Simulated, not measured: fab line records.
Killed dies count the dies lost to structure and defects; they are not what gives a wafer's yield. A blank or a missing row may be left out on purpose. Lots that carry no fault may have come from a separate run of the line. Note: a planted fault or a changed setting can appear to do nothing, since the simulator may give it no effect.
Problem report, 8D (eight disciplines) form, completed by code    flow n5_finfet    the parts of the form that need people (team, actions taken, sign-off) are left out

== 1. WHAT WENT WRONG ==
Across 2 wafers from 2 lots, M3_ILD_THK at N5_BEOL_M3_THK_MEAS_01 averages 36.6 nm, while fault-free wafers read 79.1 nm with a standard deviation of 1.3. That puts it -33 standard deviations away from the usual mean.
Seen first at day 11 07:17 on film_metro-01, wafer L249.4. Wafers with a number at this step in the record: 39, from 14 lots. Rule for "out", or "out of limits": more than 4 standard deviations from the usual mean. The rest of the wafers with a number are treated as sound.

== 2. WHAT IT IS, WHAT IT ISN'T ==
question                     is                 is not
which readings at this step  M3_ILD_THK         -
which lots                   L249, L253         L232, L233, L235, L236, L237, L238, L239, L240, L241, L242, L243, L244
which wafers of those lots   L249.4, L253.5     L249.1, L249.6, L253.2
read on which gauges         film_metro-01      film_metro-02
when                         from day 11 07:17  up to then (36 sound wafers); but 1 sound wafer of L253 came after

== 3. SUSPECTS, AND WHAT RULES EACH OUT ==
Counting: if a tool at a process step up to the reading ran every lot that is out, it stays a suspect. Sound lots after the first of them don't rule it out here, since some wafers of a struck lot are sound.
- the gauge at N5_BEOL_M3_THK_MEAS_01: kept. All the wafers that are out were read on film_metro-01, and no step on other tools shows them out.
- pecvd-01 at N5_BEOL_M3_ILD_DEP_00 (deposits SiOC from DEMS/O2, target thk 79 nm, time 15.3 s): kept. Ran every lot that is out, first one L249 (day 11 07:13); last sound lot up to then L244 (day 10 18:11).
After counting, pecvd-01 at N5_BEOL_M3_ILD_DEP_00 and film_metro-01 at N5_BEOL_M3_THK_MEAS_01 remain.

== 4. THE CAUSE (what the simulator had put in) ==
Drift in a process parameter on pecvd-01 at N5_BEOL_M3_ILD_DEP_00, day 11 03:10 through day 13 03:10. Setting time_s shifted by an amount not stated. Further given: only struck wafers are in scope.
2 suspects survive the count, and this tool is in that group.

== 5. THE EFFECT CHAIN, in route order ==
One row per reading whose mean, taken over the struck wafers that have a number, lies over 3 standard deviations from the usual. Readings are gone through only where the record gives a usual standard deviation; hours: the median, over the lots, of the time from a lot's start at the first step in this table giving one to that lot's start at this step; sigmas: the change measured in usual standard deviations.
hours  step                    reading     usual    on struck wafers  change  sigmas
0      N5_BEOL_M3_THK_MEAS_01  M3_ILD_THK  79.1 nm  36.6              -42.5   -33

== 6. WHAT WOULD HAVE CAUGHT IT SOONER ==
Counted from the fault's start at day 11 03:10, it took 4 hours until the first out-of-limits reading at a measuring or inspecting step in this record, taken at day 11 07:17.
An alarm limit of 4 standard deviations would not have fired on the tool readings at N5_BEOL_M3_ILD_DEP_00 for which the record gives a usual standard deviation, since none of them was out on any struck wafer.
Lots out: 2; of these, L253 started N5_BEOL_M3_ILD_DEP_00 on pecvd-01 after day 11 07:17. Putting the tool on hold at that point would have spared it.
